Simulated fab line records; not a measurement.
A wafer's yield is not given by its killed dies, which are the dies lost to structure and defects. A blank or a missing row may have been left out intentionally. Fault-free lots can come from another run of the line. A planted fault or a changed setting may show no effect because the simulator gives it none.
Which of the tools did it? :: flow n5 finfet :: 72 wafers from 24 lots sampled at 2 of the route's 1938 steps

WHAT THE GAUGES SHOWED, per wafer
N5_BEOL_M14_THK_MEAS_50: measures by xrf.
lot: L075
measured: day 10 05:01
on: film metro-01
M14_THK (nm): 539 567 539

lot: L076
measured: day 10 05:33
on: film metro-01
M14_THK (nm): 534 560 538

lot: L074
measured: day 10 13:02
on: film metro-01
M14_THK (nm): 576 539 540

lot: L077
measured: day 11 01:27
on: film metro-01
M14_THK (nm): 559 539 540

lot: L078
measured: day 11 06:10
on: film metro-02
M14_THK (nm): 539 495 497

lot: L079
measured: day 11 16:28
on: film metro-02
M14_THK (nm): 577 495 541

lot: L082
measured: day 14 15:04
on: film metro-02
M14_THK (nm): 547 559 550

lot: L085
measured: day 14 23:40
on: film metro-01
M14_THK (nm): 543 541 567

lot: L083
measured: day 15 03:49
on: film metro-01
M14_THK (nm): 550 537 583

lot: L080
measured: day 15 05:15
on: film metro-01
M14_THK (nm): 560 557 538

lot: L086
measured: day 15 08:39
on: film metro-01
M14_THK (nm): 494 549 584

lot: L084
measured: day 15 09:02
on: film metro-01
M14_THK (nm): 495 527 566

lot: L088
measured: day 15 15:58
on: film metro-01
M14_THK (nm): 544 557 545

lot: L087
measured: day 15 20:23
on: film metro-02
M14_THK (nm): 532 561 533

lot: L089
measured: day 15 21:08
on: film metro-01
M14_THK (nm): 576 575 530

lot: L090
measured: day 15 21:18
on: film metro-02
M14_THK (nm): 484 485 566

lot: L091
measured: day 16 01:19
on: film metro-02
M14_THK (nm): 533 560 540

lot: L092
measured: day 16 01:37
on: film metro-01
M14_THK (nm): 523 528 493

lot: L093
measured: day 16 13:05
on: film metro-01
M14_THK (nm): 532 560 551

lot: L095
measured: day 16 22:58
on: film metro-01
M14_THK (nm): 572 571 528

lot: L094
measured: day 16 23:28
on: film metro-01
M14_THK (nm): 532 555 552

lot: L096
measured: day 17 11:49
on: film metro-01
M14_THK (nm): 556 548 552

lot: L081
measured: day 17 17:25
on: film metro-02
M14_THK (nm): 517 523 563

lot: L097
measured: day 17 23:13
on: film metro-02
M14_THK (nm): 536 542 549

EACH LOT AND THE TOOL THAT RAN IT (in order: tool; ch and the chambers of the sampled wafers; start)
lot: L075
N5_BEOL_M14_SPUTTER_43: pvd sputter-02, day 10 03:57

lot: L076
N5_BEOL_M14_SPUTTER_43: pvd sputter-01, day 10 04:29

lot: L074
N5_BEOL_M14_SPUTTER_43: pvd sputter-03, day 10 11:58

lot: L077
N5_BEOL_M14_SPUTTER_43: pvd sputter-01, day 11 00:21

lot: L078
N5_BEOL_M14_SPUTTER_43: pvd sputter-01, day 11 05:06

lot: L079
N5_BEOL_M14_SPUTTER_43: pvd sputter-01, day 11 15:25

lot: L082
N5_BEOL_M14_SPUTTER_43: pvd sputter-03, day 14 14:00

lot: L085
N5_BEOL_M14_SPUTTER_43: pvd sputter-02, day 14 22:36

lot: L083
N5_BEOL_M14_SPUTTER_43: pvd sputter-01, day 15 02:34

lot: L080
N5_BEOL_M14_SPUTTER_43: pvd sputter-01, day 15 04:09

lot: L086
N5_BEOL_M14_SPUTTER_43: pvd sputter-03, day 15 07:24

lot: L084
N5_BEOL_M14_SPUTTER_43: pvd sputter-01, day 15 07:46

lot: L088
N5_BEOL_M14_SPUTTER_43: pvd sputter-02, day 15 14:43

lot: L087
N5_BEOL_M14_SPUTTER_43: pvd sputter-03, day 15 19:19

lot: L089
N5_BEOL_M14_SPUTTER_43: pvd sputter-03, day 15 19:58

lot: L090
N5_BEOL_M14_SPUTTER_43: pvd sputter-02, day 15 19:59

lot: L091
N5_BEOL_M14_SPUTTER_43: pvd sputter-03, day 15 23:24

lot: L092
N5_BEOL_M14_SPUTTER_43: pvd sputter-03, day 15 23:49

lot: L093
N5_BEOL_M14_SPUTTER_43: pvd sputter-03, day 16 11:59

lot: L095
N5_BEOL_M14_SPUTTER_43: pvd sputter-01, day 16 21:51

lot: L094
N5_BEOL_M14_SPUTTER_43: pvd sputter-01, day 16 22:25

lot: L096
N5_BEOL_M14_SPUTTER_43: pvd sputter-03, day 17 10:46

lot: L081
N5_BEOL_M14_SPUTTER_43: pvd sputter-01, day 17 16:20

lot: L097
N5_BEOL_M14_SPUTTER_43: pvd sputter-03, day 17 22:09
- N5_BEOL_M14_SPUTTER_43: material TaN, target thk 15 nm, time 24.19 s.

WHAT THE TOOLS THEMSELVES READ (means of the sampled wafers that have a number; where no wafer has one, the mark that the record gives instead)
N5_BEOL_M14_SPUTTER_43.
lot: L075
tool: pvd sputter-02
throttle valve pct (%): 30.5

lot: L076
tool: pvd sputter-01
throttle valve pct (%): 30.4

lot: L074
tool: pvd sputter-03
throttle valve pct (%): 29.8

lot: L077
tool: pvd sputter-01
throttle valve pct (%): 30.3

lot: L078
tool: pvd sputter-01
throttle valve pct (%): 29.8

lot: L079
tool: pvd sputter-01
throttle valve pct (%): 29.9

lot: L082
tool: pvd sputter-03
throttle valve pct (%): 29.7

lot: L085
tool: pvd sputter-02
throttle valve pct (%): 30.4

lot: L083
tool: pvd sputter-01
throttle valve pct (%): 30.3

lot: L080
tool: pvd sputter-01
throttle valve pct (%): 30.4

lot: L086
tool: pvd sputter-03
throttle valve pct (%): 29.8

lot: L084
tool: pvd sputter-01
throttle valve pct (%): 30.6

lot: L088
tool: pvd sputter-02
throttle valve pct (%): 30.5

lot: L087
tool: pvd sputter-03
throttle valve pct (%): 29.6

lot: L089
tool: pvd sputter-03
throttle valve pct (%): 29.7

lot: L090
tool: pvd sputter-02
throttle valve pct (%): 30.0

lot: L091
tool: pvd sputter-03
throttle valve pct (%): 29.5

lot: L092
tool: pvd sputter-03
throttle valve pct (%): 29.6

lot: L093
tool: pvd sputter-03
throttle valve pct (%): 29.8

lot: L095
tool: pvd sputter-01
throttle valve pct (%): 30.5

lot: L094
tool: pvd sputter-01
throttle valve pct (%): 29.8

lot: L096
tool: pvd sputter-03
throttle valve pct (%): 30.0

lot: L081
tool: pvd sputter-01
throttle valve pct (%): 29.4

lot: L097
tool: pvd sputter-03
throttle valve pct (%): 29.8

THE ANSWER, worked out from the rows above alone
Rule: usual is defined by the lots themselves. Put in order of their means at a reading, lots are off if they are a third of the lots or fewer, leave a main group of 4 or more, and stand apart from it by a gap of 3 or more times the standard deviation of the main group's means; of several such gaps the widest counts. A main group whose means are all the same, to the digits that the tables above print for the reading, isn't used. A lot without any number at a reading at which 4 lots or more have one is off too. Where the step has rows for the other lots, those lots are counted as sound. Order of review: gauges by route order, followed by the tools' own readings, for which a lot's mean as printed above is used. At the first step where some lot is off, the reading lying furthest off is the one used; lots without a number count as furthest.
No lot is off on any of the readings shown, so nothing can be concluded from this.

WHAT HAD BEEN PUT IN BY THE SIMULATOR
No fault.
